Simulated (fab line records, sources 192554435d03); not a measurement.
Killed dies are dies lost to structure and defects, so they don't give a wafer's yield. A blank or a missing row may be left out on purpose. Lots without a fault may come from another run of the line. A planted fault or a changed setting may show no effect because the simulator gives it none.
Chamber matching | flow n5_finfet | N5_FIN_SAQP_ETCH_51 on rie_diel-06: 4 sister chambers
The step etches SiARC in CF4, target depth 45.5 nm, time 75.8 s. 20 wafers are shown with their chamber, then 10 later ones without.

WAFERS WITH THEIR CHAMBER
wafer  | chamber | drypump_motor_current_A (A) | showerhead_plenum_p_Torr (Torr) | throttle_valve_pct (%)
L080.3 | 0       | 6.4                         | 2.22                            | 15.73
L080.4 | 2       | 5.9                         | 2.14                            | 15.77
L080.5 | 1       | 6.5                         | 2.28                            | 15.36
L081.1 | 1       | 6.5                         | 2.28                            | 15.36
L081.5 | 3       | 5.0                         | 2.21                            | 15.38
L081.6 | 2       | 5.9                         | 2.14                            | 15.77
L082.1 | 1       | 6.5                         | 2.28                            | 15.37
L082.5 | 0       | 6.3                         | 2.22                            | 15.76
L082.6 | 1       | 6.5                         | 2.28                            | 15.37
L083.2 | 2       | 5.9                         | 2.14                            | 15.78
L083.3 | 3       | 5.0                         | 2.21                            | 15.38
L083.4 | 0       | 6.3                         | 2.21                            | 15.75
L085.1 | 1       | 6.5                         | 2.27                            | 15.38
L085.3 | 0       | 6.3                         | 2.21                            | 15.76
L085.4 | 2       | 5.9                         | 2.14                            | 15.77
L088.1 | 0       | 6.3                         | 2.21                            | 15.76
L088.2 | 3       | 5.0                         | 2.21                            | 15.41
L088.5 | 0       | 6.3                         | 2.21                            | 15.78
L089.1 | 3       | 5.0                         | 2.21                            | 15.41
L089.4 | 1       | 6.5                         | 2.27                            | 15.40

SIGNATURES (means of the wafers above)
reading                  | chamber 0 | chamber 1 | chamber 2 | chamber 3 | scatter within a chamber
drypump_motor_current_A  | 6.317     | 6.500     | 5.900     | 5.000     | 0.0228
showerhead_plenum_p_Torr | 2.2133    | 2.2767    | 2.1400    | 2.2100    | 0.00408
throttle_valve_pct       | 15.7567   | 15.3733   | 15.7725   | 15.3950   | 0.0147
Rule: a wafer's distance from a chamber is the root of the sum, over the readings, of the square of ((its reading less the chamber's mean) divided by the reading's scatter). The wafer belongs to the nearest chamber; if the next one is less than 2 further off, it can't be placed. The scatter: the root of (the sum of the squares of (reading less its chamber's mean) over the shown wafers, divided by (wafers less chambers)).

WAFERS WITHOUT THEIR CHAMBER
wafer  | drypump_motor_current_A (A) | showerhead_plenum_p_Torr (Torr) | throttle_valve_pct (%)
L089.6 | 6.4                         | 2.21                            | 15.77
L090.1 | 6.5                         | 2.27                            | 15.41
L090.2 | 6.4                         | 2.21                            | 15.77
L090.3 | 5.9                         | 2.13                            | 15.81
L094.1 | 6.5                         | 2.27                            | 15.41
L094.2 | 6.3                         | 2.21                            | 15.80
L094.5 | 5.0                         | 2.21                            | 15.42
L096.1 | 6.5                         | 2.26                            | 15.42
L096.2 | 6.3                         | 2.20                            | 15.80
L096.6 | 6.5                         | 2.27                            | 15.44

WHICH CHAMBER EACH WENT THROUGH
wafer  | from the rows above | in truth
L089.6 | 0                   | 0
L090.1 | 1                   | 1
L090.2 | 0                   | 0
L090.3 | 2                   | 2
L094.1 | 1                   | 1
L094.2 | 0                   | 0
L094.5 | 3                   | 3
L096.1 | 1                   | 1
L096.2 | 0                   | 0
L096.6 | 1                   | 1
Placed correctly: 10 of 10. Can't be placed from these rows: 0. Placed wrongly: 0.
